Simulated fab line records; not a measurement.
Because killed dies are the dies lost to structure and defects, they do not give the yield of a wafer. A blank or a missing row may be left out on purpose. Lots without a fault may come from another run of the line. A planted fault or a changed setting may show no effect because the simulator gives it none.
Which tool is to blame? ; flow n5 finfet ; Sampling: 10 lots, 30 wafers, 5 of 1938 route steps

## WHAT THE GAUGES SHOWED, per wafer
N5_ZERO_LAYER_INSPECT_20: inspects for defects (darkfield).
lot;measured;on;raw defect count
L453;day 1 13:25;defect inspect-02;52 46 24
L454;day 1 19:15;defect inspect-02;40 32 31
L456;day 2 07:16;defect inspect-02;17 35 36
L457;day 2 13:23;defect inspect-02;47 39 43
L463;day 4 01:34;defect inspect-01;29 38 28
L467;day 5 01:16;defect inspect-02;45 35 26
L468;day 5 07:28;defect inspect-02;21 39 42
L469;day 5 13:35;defect inspect-02;60 16 53
L471;day 6 01:23;defect inspect-02;71 42 24
L476;day 7 07:23;defect inspect-02;41 39 26

N5_WELL_APT_CD_MEAS_08: target cd 200 nm.
lot;measured;on;cd nm (nm)
L453;day 1 13:43;cd sem-03;202.1 203.1 202.4
L454;day 1 19:34;cd sem-01;199.6 200.3 202.4
L456;day 2 07:34;cd sem-03;203.0 202.4 202.6
L457;day 2 13:49;cd sem-02;201.5 203.6 201.1
L463;day 4 02:00;cd sem-02;199.9 198.3 200.3
L467;day 5 01:41;cd sem-03;200.3 199.3 198.2
L468;day 5 07:54;cd sem-02;201.6 201.4 200.7
L469;day 5 13:54;cd sem-03;200.4 199.5 199.7
L471;day 6 01:49;cd sem-01;201.1 202.7 200.6
L476;day 7 07:41;cd sem-03;200.2 198.8 199.5

N5_BEOL_M4_RC_MEAS_101.
lot;measured;on;CJ_N;DIBL_N (mV/V);DIBL_P (mV/V);IOFF_N (nA/um);IOFF_P (nA/um);ION_N (uA/um);ION_P (uA/um);SS_N (mV/dec);SS_P (mV/dec);VT_N (mV);VT_P (mV)
L453;day 8 00:16;prober-01;4.39 4.35 4.29;35.0 35.3 35.6;35.5 34.7 35.7;0.131 0.128 0.131;0.174 0.170 0.179;674 664 665;456 452 456;71.2 71.7 70.8;72.7 73.0 72.5;252.7 252.4 254.0;-254.4 -255.1 -254.1
L454;day 8 05:33;prober-01;4.38 4.25 4.32;35.3 37.3 34.9;34.4 37.2 34.2;0.136 0.170 0.129;0.177 0.217 0.175;671 682 668;462 467 461;70.8 71.2 70.1;73.1 74.0 73.2;250.8 248.2 250.4;-251.1 -250.9 -252.8
L456;day 8 05:05;prober-02;4.29 4.32 4.29;36.7 34.9 36.6;35.9 34.3 36.5;0.175 0.153 0.190;0.204 0.182 0.208;683 679 689;460 466 462;71.6 71.4 71.7;73.8 73.2 74.1;249.0 250.8 248.7;-251.3 -252.4 -253.0
L457;day 9 11:14;prober-01;4.25 4.20 4.24;35.1 36.8 36.6;35.5 37.4 37.1;0.132 0.159 0.158;0.191 0.221 0.216;675 679 679;465 471 464;70.5 71.0 71.9;72.7 73.3 72.9;252.1 246.7 248.5;-252.4 -248.8 -251.5
L463;day 9 23:08;prober-02;4.26 4.26 4.30;35.7 37.5 35.7;34.6 36.7 34.4;0.132 0.153 0.135;0.177 0.205 0.174;668 664 659;458 458 456;71.7 71.8 71.9;72.9 73.6 72.6;250.7 251.9 251.5;-251.9 -251.3 -251.5
L467;day 11 11:57;prober-01;4.90 4.88 4.94;36.4 36.6 35.9;36.7 36.7 34.8;0.183 0.197 0.165;0.259 0.271 0.233;684 685 680;470 475 471;71.7 71.6 71.0;73.0 72.9 72.7;247.6 243.9 247.6;-244.2 -244.8 -248.5
L468;day 11 23:32;prober-02;4.38 4.39 4.34;35.6 37.0 36.3;35.0 35.2 35.1;0.139 0.150 0.145;0.220 0.224 0.217;666 671 661;466 462 462;71.5 71.8 71.1;72.8 73.1 72.9;251.5 250.7 251.4;-247.1 -247.0 -247.4
L469;day 11 15:38;prober-01;4.87 5.01 4.90;36.3 37.7 36.2;35.7 37.5 35.4;0.138 0.163 0.134;0.199 0.228 0.196;663 664 657;454 463 456;71.2 71.3 71.0;73.1 73.5 73.1;250.3 250.0 250.9;-250.1 -248.1 -253.0
L471;day 12 07:06;prober-01;4.35 4.40 4.41;37.3 37.6 36.7;38.0 38.4 36.6;0.173 0.181 0.157;0.249 0.255 0.226;690 685 674;471 480 466;72.1 72.4 72.5;73.8 73.7 72.7;249.4 245.4 247.9;-244.6 -244.6 -248.5
L476;day 13 18:34;prober-02;4.32 4.30 4.30;36.6 37.6 36.7;39.0 40.5 38.5;0.183 0.208 0.187;0.210 0.230 0.207;688 697 686;469 462 462;71.7 71.7 72.0;73.4 73.7 73.4;246.7 247.3 246.2;-247.7 -248.8 -249.5

## TOOL THAT RAN EACH LOT (tool first, then ch and the chambers of the sampled wafers, then the start)
lot;N5_ZERO_LAYER_PECVD_02;N5_WELL_APT_IMPLANT_32
L453;pecvd-02 ch 0,1,2, day 1 12:17;implanter-01 ch 0, day 1 15:15
L454;pecvd-01 ch 0,1,2, day 1 18:17;implanter-02 ch 0, day 1 21:17
L456;pecvd-03 ch 1,2, day 2 06:17;implanter-01 ch 0, day 2 09:04
L457;pecvd-02 ch 1,2, day 2 12:17;implanter-02 ch 0, day 2 15:38
L463;pecvd-03 ch 0,1, day 4 00:19;implanter-01 ch 0, day 4 03:39
L467;pecvd-02 ch 0,2, day 5 00:17;implanter-01 ch 0, day 5 03:13
L468;pecvd-02 ch 0,1, day 5 06:28;implanter-02 ch 0, day 5 09:25
L469;pecvd-01 ch 1,2, day 5 12:17;implanter-01 ch 0, day 5 16:00
L471;pecvd-01 ch 1,2, day 6 00:17;implanter-02 ch 0, day 6 04:05
L476;pecvd-02 ch 0,1,2, day 7 06:17;implanter-02 ch 0, day 7 09:10
- N5_ZERO_LAYER_PECVD_02: deposits SiO2 from SiH4/N2O, target thk 10 nm, time 6 s.
- N5_WELL_APT_IMPLANT_32

## AS READ BY THE TOOLS THEMSELVES (means over the sampled wafers that have a number; for cases with no such wafer, the mark the record gives instead)
N5_ZERO_LAYER_PECVD_02.
lot;tool;chamber pressure Torr (Torr);heater power w (W);showerhead plenum p Torr (Torr)
L453;pecvd-02;0.7508;720;7.97
L454;pecvd-01;0.7502;817;8.07
L456;pecvd-03;0.7513;698;8.25
L457;pecvd-02;0.7511;708;7.95
L463;pecvd-03;0.7516;743;8.36
L467;pecvd-02;0.7479;625;7.98
L468;pecvd-02;0.7485;714;7.97
L469;pecvd-01;0.7488;927;8.06
L471;pecvd-01;0.7504;938;8.05
L476;pecvd-02;0.7507;729;7.97

N5_WELL_APT_IMPLANT_32.
lot;tool;dose ions cm2;faraday current uA
L453;implanter-01;2.0000e+13;254
L454;implanter-02;1.9991e+13;252
L456;implanter-01;2.0011e+13;256
L457;implanter-02;2.0007e+13;255
L463;implanter-01;1.9992e+13;256
L467;implanter-01;2.5708e+13;326
L468;implanter-02;2.0012e+13;257
L469;implanter-01;2.5670e+13;329
L471;implanter-02;1.9985e+13;246
L476;implanter-02;1.9974e+13;255

## THE ANSWER, worked out from the rows above alone
Rule: the usual values come from the lots themselves. The widest of any qualifying gaps counts: lots, ordered by their means at a reading, are off when they make up no more than a third of the lots, leave a main group of 4 or more, and stand apart from it by 3 or more times the standard deviation of that group's means. If all means in a main group match to the digits the tables above print for the reading, that group is not used. A lot without any number at a reading at which 4 lots or more have one is off too. The other lots that the step has rows for count as sound. After the gauges, taken in route order, come the tools' own readings; for these a lot's mean is taken, as printed above. The first step at which some lot is off is used, and at that step the reading that is off furthest; a lot without a number counts as furthest.
Off: L467, L469, seen at N5_BEOL_M4_RC_MEAS_101 (CJ_N). The main group: mean 4.32, standard deviation 0.048.
If a tool, at a process step before that reading, ran all the lots that are off and no sound lot after the first of them, it fits. Not tried: the gauges at N5_BEOL_M4_RC_MEAS_101; whatever is off there is also off at N5_ZERO_LAYER_PECVD_02, on other tools, and gauge error can't account for it. One fits: N5_WELL_APT_IMPLANT_32 on implanter-01. A fault onset in the window from L463 (day 4 03:39, its last sound lot) to L467 (day 5 03:13, its first lot off) fits.
The tool's own readings at N5_WELL_APT_IMPLANT_32 bear it out: on the lots that are off they differ by more than 5 times the standard deviation of the sound lots' means. dose ions cm2 reads 2.5689e+13 there against 1.9996e+13 on the sound lots; faraday current uA reads 328 there against 254 on the sound lots.

## WHAT THE SIMULATOR PUT IN
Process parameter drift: implanter-01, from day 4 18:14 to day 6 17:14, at N5_WELL_APT_IMPLANT_32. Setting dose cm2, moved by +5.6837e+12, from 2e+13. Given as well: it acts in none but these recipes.
Shown lots that were struck: L467, L469. The rule above found the same.
